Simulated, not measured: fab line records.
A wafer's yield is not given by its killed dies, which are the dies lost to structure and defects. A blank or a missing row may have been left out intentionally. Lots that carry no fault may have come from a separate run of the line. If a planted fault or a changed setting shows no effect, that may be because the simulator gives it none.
Matching of chambers ; flow n5Finfet ; N5_BEOL_M5_ETCH_61 on rieDiel-06: 4 sister chambers
The step etches SiARC in CF4, target depth 15.6 nm, time 26 s. 16 wafers are shown with their chamber, then 8 later ones without.

## EACH WAFER AND ITS CHAMBER
wafer;chamber;showerheadPlenumPTorr (Torr);throttleValvePct (%);oesProductAu (a.u.)
L074.1;0;2.24;15.33;0.72
L074.3;1;2.13;15.74;0.62
L074.5;1;2.13;15.71;0.61
L081.2;2;2.11;15.23;0.78
L081.3;0;2.24;15.32;0.70
L081.5;2;2.11;15.23;0.77
L090.1;0;2.23;15.38;0.67
L090.3;1;2.12;15.79;0.58
L090.6;3;2.12;15.78;0.62
L089.3;1;2.11;15.80;0.58
L089.5;0;2.23;15.39;0.68
L089.6;1;2.11;15.78;0.59
L091.1;2;2.10;15.31;0.73
L091.2;1;2.11;15.80;0.59
L091.3;0;2.23;15.39;0.67
L087.1;1;2.11;15.80;0.58

SIGNATURES (averages over the wafers above)
reading;chamber 0;chamber 1;chamber 2;chamber 3;scatter within a chamber
showerheadPlenumPTorr;2.2340;2.1171;2.1067;2.1200;0.0078
throttleValvePct;15.3620;15.7743;15.2567;15.7800;0.0371
oesProductAu;0.6880;0.5929;0.7600;0.6200;0.02
Rule: for a wafer and a chamber, the distance is found by dividing, reading by reading, the gap between the wafer's reading and the chamber's mean by the reading's scatter, squaring, summing and taking the root. If the next closest chamber is less than 2 further off than the closest, the wafer can't be placed; otherwise it belongs to the closest. The scatter: take each reading less its chamber's mean, square it, sum over the shown wafers, divide by the number of wafers less the number of chambers, and take the root.

## WAFERS MISSING THEIR CHAMBER
wafer;showerheadPlenumPTorr (Torr);throttleValvePct (%);oesProductAu (a.u.)
L087.2;2.12;15.78;0.61
L087.3;2.10;15.30;0.72
L093.2;2.12;15.81;0.61
L093.3;2.11;15.81;0.58
L093.6;2.23;15.38;0.67
L086.3;2.10;15.32;0.72
L086.4;2.11;15.81;0.58
L086.5;2.23;15.40;0.66

## EACH ONE'S CHAMBER
wafer;from the rows above;in truth
L087.2;can't be placed: 3 or 1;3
L087.3;2;2
L093.2;can't be placed: 3 or 1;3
L093.3;can't be placed: 1 or 3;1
L093.6;0;0
L086.3;2;2
L086.4;can't be placed: 1 or 3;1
L086.5;0;0
Placed correctly: 4 of 8. Can't be placed from these rows: 4 (the true chamber is among the candidates in 4). Number placed wrongly: 0.
